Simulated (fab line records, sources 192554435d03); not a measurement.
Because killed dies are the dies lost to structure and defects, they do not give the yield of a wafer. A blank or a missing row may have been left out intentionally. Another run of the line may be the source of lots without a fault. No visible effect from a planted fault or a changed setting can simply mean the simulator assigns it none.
8D (eight disciplines) problem report, filled in by code :: flow n5Finfet :: the parts of the form that need people (team, actions taken, sign-off) are left out

1. WHAT IS WRONG
Wafers without a fault read 75.8 s, standard deviation 1.8; etchRfOnTimeS at N5_HKMG_FIN_ETCH_54 reads a mean of 120.8 s on 2 wafers belonging to 2 lots. Relative to the usual mean, that is a shift of +25 standard deviations.
The step: etches SiARC in CF4, target depth 45.5 nm, time 75.8 s.
Seen first at day 6 15:09 on rieDiel-04, wafer L348.1. At this step, 33 wafers from 11 lots have a number in the record. Rule for "out" (also "out of limits"): further than 4 standard deviations from the usual mean. The rest of the wafers with a number are treated as sound.

2. WHAT IT IS; WHAT IT IS NOT
question: which readings at this step
is: etchRfOnTimeS
is not: drypumpMotorCurrentA, mfcArSccm, oesProductAu, rfVppV, showerheadPlenumPTorr, throttleValvePct

question: which lots
is: L348, L349
is not: L338, L339, L341, L342, L350, L352, L356, L357, L361

question: which wafers of those lots
is: L348.1, L349.4
is not: L348.3, L348.4, L349.1, L349.6

question: read on which tools
is: rieDiel-04
is not: rieDiel-02, rieDiel-03

question: when
is: from day 6 15:09
is not: up to then (14 sound wafers); but 17 sound wafers of L349, L350, L352, L356, L357, L361 came after

3. THE SUSPECTS, EACH WITH WHAT RULES IT OUT
Counting: if a tool at a process step up to the reading ran every lot that is out, it stays a suspect. Sound lots after the first of them don't rule it out here, since some wafers of a struck lot are sound.
- aldHk-02 at N5_HKMG_FIN_ALD_74 (deposits La2O3, target thk 0.5 nm, pulse time 6 s, co reactant pulse time 1 s): kept. Every lot that is out went through it, the first being L348 (day 6 14:17); the last sound lot it ran before that was L339 (day 4 08:04).
- rieDiel-04 at N5_HKMG_FIN_ETCH_54 (etches SiARC in CF4, target depth 45.5 nm, time 75.8 s): kept. Every lot that is out went through it, the first being L348 (day 6 15:09); the last sound lot it ran before that was L342 (day 5 07:02). Its own etchRfOnTimeS readings are out on those wafers.
- In rieDiel-04 at N5_HKMG_FIN_ETCH_54, the wafers that are out were processed in chamber 2 and their sound lot-mates in chambers 0, 3.
What counting leaves: aldHk-02 at N5_HKMG_FIN_ALD_74 and rieDiel-04 at N5_HKMG_FIN_ETCH_54.

4. THE CAUSE (what the simulator had put in)
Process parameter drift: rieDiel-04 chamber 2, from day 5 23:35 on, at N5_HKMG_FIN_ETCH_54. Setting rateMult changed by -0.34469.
Counting left 2 suspects, and this tool is among them.

5. THE CHAIN OF EFFECTS, in route order
Each row: a reading where the mean over the struck wafers with a number is more than 3 standard deviations away from the usual. Scope: only readings with a usual standard deviation given in the record; hours: median across lots of the time from each lot's start at the first step in this table that gives one to its start at this step; sigmas: change in usual standard deviations.
hours: 0
step: N5_HKMG_FIN_ETCH_54
reading: etchRfOnTimeS
usual: 75.8 s
on struck wafers: 120.8
change: +45.0
sigmas: +25
Process steps it contains:
- N5_HKMG_FIN_ETCH_54: etches SiARC in CF4, target depth 45.5 nm, time 75.8 s.

6. HOW IT WOULD HAVE BEEN CAUGHT EARLIER
In this record no reading fell out of limits until day 6 15:09, 16 hours after the fault had begun at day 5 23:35.
